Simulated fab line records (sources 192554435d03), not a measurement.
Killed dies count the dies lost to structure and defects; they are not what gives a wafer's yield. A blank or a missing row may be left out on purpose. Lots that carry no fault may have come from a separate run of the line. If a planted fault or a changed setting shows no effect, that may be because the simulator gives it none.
Split-lot experiment	flow n5_finfet	21 wafers read from 7 lots, route of 1938 steps

## SPLIT DETAILS
At N5_GATE_CUT_EXPOSE_10 (exposes mask GATE CUT, target cd 20 nm), the setting dose_mj was moved away from the recipe's 43.25 on 7 of the 21 wafers read, by -6.1% to +2.8%. All remaining wafers had this setting at the recipe value.

## FROM THE SPLIT TO THE READING: what the file shows between them, 2 steps
- N5_GATE_CUT_PEB_11: peb time 60 s
- N5_GATE_CUT_DEVELOP_12: develop time 30 s

## THE READING
At N5_GATE_CUT_CD_MEAS_13: cd_nm in nanometres, against a target cd of 20 nm. Typical for fault-free wafers on this fab line: 20.07 nm, with standard deviation 0.28 nm.

wafer	tool, chamber at the split	dose_mj as run	against the recipe	cd_nm, nm	against lot-mates on the recipe
L077.4	euv_scanner-02, 0	43.25	recipe	20.24	-
L077.5	euv_scanner-02, 0	43.25	recipe	20.30	-
L077.6	euv_scanner-02, 0	44.48	+2.8%	20.57	+0.30
L078.1	euv_scanner-02, 0	43.25	recipe	19.32	-
L078.4	euv_scanner-02, 0	43.25	recipe	20.09	-
L078.5	euv_scanner-02, 0	43.25	recipe	20.37	-
L080.2	euv_scanner-01, 0	43.25	recipe	19.92	-
L080.3	euv_scanner-01, 0	43.25	recipe	19.52	-
L080.5	euv_scanner-01, 0	43.25	recipe	19.89	-
L084.2	euv_scanner-02, 0	40.63	-6.1%	18.48	-1.56
L084.4	euv_scanner-02, 0	43.25	recipe	20.04	-
L084.6	euv_scanner-02, 0	40.63	-6.1%	18.33	-1.71
L087.1	euv_scanner-01, 0	43.25	recipe	20.14	-
L087.2	euv_scanner-01, 0	43.25	recipe	20.33	-
L087.3	euv_scanner-01, 0	43.25	recipe	19.96	-
L088.1	euv_scanner-02, 0	43.25	recipe	19.81	-
L088.2	euv_scanner-02, 0	40.72	-5.8%	18.72	-1.09
L088.6	euv_scanner-02, 0	40.72	-5.8%	18.36	-1.45
L094.2	euv_scanner-01, 0	41.64	-3.7%	18.93	-1.06
L094.3	euv_scanner-01, 0	43.25	recipe	19.99	-
L094.5	euv_scanner-01, 0	41.64	-3.7%	18.81	-1.18

THE FIT
A straight line over all 21 wafers: cd_nm changes by +0.257 nm for each +1% of dose_mj; r = +0.93; the points scatter about the line by 0.26 nm.
The same after taking each lot's own level away (the mean of its wafers on the recipe; 21 wafers): +0.24 nm for each +1%; r = +0.93; scatter 0.25 nm.
According to that fit, moving dose_mj by its largest amount changes the reading by 1.5 nm.
The lots' own levels span 19.777 to 20.270 nm, that is 1.8 times the standard deviation above.
So the lot-to-lot level changes the slope little: the two slopes agree.
Check: -1.48 nm against its lot-mates is what the line predicts for one of the wafers moved furthest among these (-6.1%) when that wafer is left out of the fit. Against them it came out at -1.56 nm.

## ADDITIONAL SPLITS CARRIED BY THESE WAFERS
Other splits were also applied to these wafers ahead of the reading. Each is held against what the fit with the lots' levels taken away leaves over:
other split on the same wafers	wafers away from the commonest value	r with cd_nm (lot level and that fit taken away)
N5_WELL_APT_COAT_02 spin_rpm	6	+0.16
N5_FIN_SAQP_SPACER1_ALD_24 ald_cycles	8	+0.03
N5_FIN_CUT_ETCH_21 time_s	5	-0.33
N5_SD_EPI_N_EPI_21 temp_c	7	+0.12
N5_SD_EPI_P_COAT_34 spin_rpm	7	-0.03
N5_SDB_COAT_05 spin_rpm	8	+0.14
N5_HKMG_FIN_DESCUM_53 time_s	8	-0.06

## THE FILE'S OWN FIT
cd_nm changes by +0.241 nm for each +1% of dose_mj, r = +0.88.
